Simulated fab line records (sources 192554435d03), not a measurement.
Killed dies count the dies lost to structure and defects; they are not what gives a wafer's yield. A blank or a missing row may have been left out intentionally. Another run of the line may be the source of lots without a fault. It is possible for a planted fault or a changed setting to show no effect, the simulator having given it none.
Chamber matching + flow n5Finfet + N5_BEOL_M2_ETCH_69 on rieDiel-01 has 4 sister chambers
The step etches SiARC in CF4, target depth 15.6 nm, time 26 s. 4 wafers are shown with their chamber, then 7 later ones without.

## WAFERS PAIRED WITH THEIR CHAMBERS
| wafer  | chamber | throttleValvePct (%) |
|--------|---------|----------------------|
| L081.2 | 3       | 15.80                |
| L081.3 | 0       | 15.38                |
| L082.2 | 1       | 15.91                |
| L082.4 | 2       | 15.70                |

## WAFERS WITH NO CHAMBER GIVEN
| wafer  | throttleValvePct (%) |
|--------|----------------------|
| L082.6 | 15.80                |
| L089.4 | 15.83                |
| L089.5 | 15.85                |
| L089.6 | 15.41                |
| L094.2 | 15.43                |
| L094.4 | 15.94                |
| L094.5 | 15.86                |

## WHICH CHAMBER EACH ONE RAN IN
| wafer  | from the rows above     | in truth |
|--------|-------------------------|----------|
| L082.6 | 3                       | 3        |
| L089.4 | can't be placed: 3 or 1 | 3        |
| L089.5 | can't be placed: 3 or 1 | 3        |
| L089.6 | 0                       | 0        |
| L094.2 | 0                       | 0        |
| L094.4 | 1                       | 1        |
| L094.5 | can't be placed: 1 or 3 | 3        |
4 of 7 placed correctly. Can't be placed from these rows: 3 (the true chamber is among the candidates in 3). 0 placed wrongly.
How it was worked out, from the rows above alone: a wafer's distance from a chamber is the root of the sum, over the readings, of the square of ((its reading less the chamber's mean) divided by the reading's scatter). The wafer belongs to the nearest chamber; if the next one is less than 2 further off, it can't be placed. Each chamber's mean is taken over the wafers shown for it. The scatter: with one shown wafer a chamber, the root of the mean of the squares of how far each hidden wafer lies from its nearest shown one.
